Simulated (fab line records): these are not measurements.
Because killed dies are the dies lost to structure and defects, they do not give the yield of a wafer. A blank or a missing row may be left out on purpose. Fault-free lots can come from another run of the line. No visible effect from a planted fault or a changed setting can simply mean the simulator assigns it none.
Lot-split experiment	flow n5_finfet	route with 1938 steps; 7 lots, 39 wafers read

== THE SPLIT ==
At N5_PASSIVATION_ETCH_59 (etches TaN in Cl2/BCl3, target depth 65 nm, time 34.9 s), the setting time_s was moved away from the recipe's 34.9 s on 18 of the 39 wafers read, by -45.8% to +33.2%. This setting was run at the recipe's value on the other wafers.

The reading is taken at the split's own step.

== THE READING ==
etch.depth_nm (the simulator's own value, which no gauge read), in nm, at N5_PASSIVATION_ETCH_59 (etches TaN in Cl2/BCl3, target depth 65 nm, time 34.9 s). No usual value for it is given in the file. The 21 wafers here that ran the recipe average 64.94 nm, standard deviation 0.61 nm.

wafer	tool, chamber at the split	time_s as run, s	against the recipe	etch.depth_nm, nm	against lot-mates on the recipe
L076.1	rie_metal-03, 0	46.5	+33.2%	88.67	+24.69
L076.2	rie_metal-03, 1	34.9	recipe	64.17	-
L076.3	rie_metal-03, 1	34.9	recipe	63.43	-
L076.4	rie_metal-03, 0	46.5	+33.2%	88.76	+24.78
L076.5	rie_metal-03, 0	46.5	+33.2%	89.42	+25.44
L076.6	rie_metal-03, 1	34.9	recipe	64.33	-
L077.1	rie_metal-01, 0	34.9	recipe	65.65	-
L077.2	rie_metal-01, 1	26.4	-24.4%	49.97	-15.91
L077.3	rie_metal-01, 1	26.4	-24.4%	50.02	-15.86
L077.4	rie_metal-01, 0	34.9	recipe	65.77	-
L077.5	rie_metal-01, 1	26.4	-24.4%	50.08	-15.80
L077.6	rie_metal-01, 0	34.9	recipe	66.23	-
L078.1	rie_metal-02, 1	25.06	-28.2%	46.62	-18.39
L078.2	rie_metal-02, 0	25.06	-28.2%	46.38	-18.63
L078.3	rie_metal-02, 0	34.9	recipe	65.41	-
L078.4	rie_metal-02, 1	25.06	-28.2%	46.35	-18.66
L078.5	rie_metal-02, 1	34.9	recipe	64.94	-
L078.6	rie_metal-02, 0	34.9	recipe	64.69	-
L080.1	rie_metal-02, 0	34.9	recipe	64.67	-
L080.2	rie_metal-02, 1	25.98	-25.6%	48.56	-16.47
L080.3	rie_metal-02, 0	25.98	-25.6%	48.53	-16.50
L080.4	rie_metal-02, 1	34.9	recipe	65.01	-
L080.5	rie_metal-02, 1	25.98	-25.6%	48.51	-16.52
L080.6	rie_metal-02, 0	34.9	recipe	65.42	-
L092.1	rie_metal-02, 1	34.9	recipe	64.46	-
L092.2	rie_metal-02, 0	34.9	recipe	64.75	-
L092.3	rie_metal-02, 0	23.66	-32.2%	43.8	-20.78
L092.4	rie_metal-02, 1	34.9	recipe	64.54	-
L092.5	rie_metal-02, 1	23.66	-32.2%	44.07	-20.51
L092.6	rie_metal-02, 0	23.66	-32.2%	43.69	-20.89
L095.1	rie_metal-01, 1	18.91	-45.8%	35.33	-29.50
L095.2	rie_metal-01, 0	34.9	recipe	64.71	-
L095.3	rie_metal-01, 1	18.91	-45.8%	35.5	-29.33
L095.4	rie_metal-01, 0	18.91	-45.8%	35.55	-29.28
L095.5	rie_metal-01, 1	34.9	recipe	64.75	-
L095.6	rie_metal-01, 0	34.9	recipe	65.04	-
L096.1	rie_metal-01, 1	34.9	recipe	65.21	-
L096.2	rie_metal-01, 0	34.9	recipe	65.71	-
L096.6	rie_metal-01, 1	34.9	recipe	64.75	-

FIT RESULTS
A straight line over all 39 wafers: etch.depth_nm changes by +0.666 nm for each +1% of time_s; r = +1.00; the points scatter about the line by 0.77 nm.
The same after taking each lot's own level away (the mean of its wafers on the recipe; 39 wafers): +0.675 nm for each +1%; r = +1.00; scatter 0.81 nm.
That fit puts the effect of the largest move of time_s on the reading at 31 nm.
From 63.977 to 65.883 nm: that is the span of the lots' own levels, equal to 3.1 times the standard deviation above.
The two slopes are in agreement: the lot-to-lot level therefore moves the slope only a little.
Check: with one of the wafers moved furthest among these (-45.8%) left out of the fit, the line predicts -30.5 nm for it against its lot-mates. It came out at -29.5 nm against them.

== OTHER SPLITS APPLIED TO THESE WAFERS ==
Note: prior to the reading, these wafers also went through further splits. Each is held against what the fit with the lots' levels taken away leaves over:
other split on the same wafers	wafers away from the commonest value	r with etch.depth_nm (lot level and that fit taken away)
N5_BEOL_M12_TRENCH_ETCH_34 time_s	15	-0.02

== FILE'S OWN FIT ==
etch.depth_nm changes by +0.664 nm for each +1% of time_s, r = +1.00.
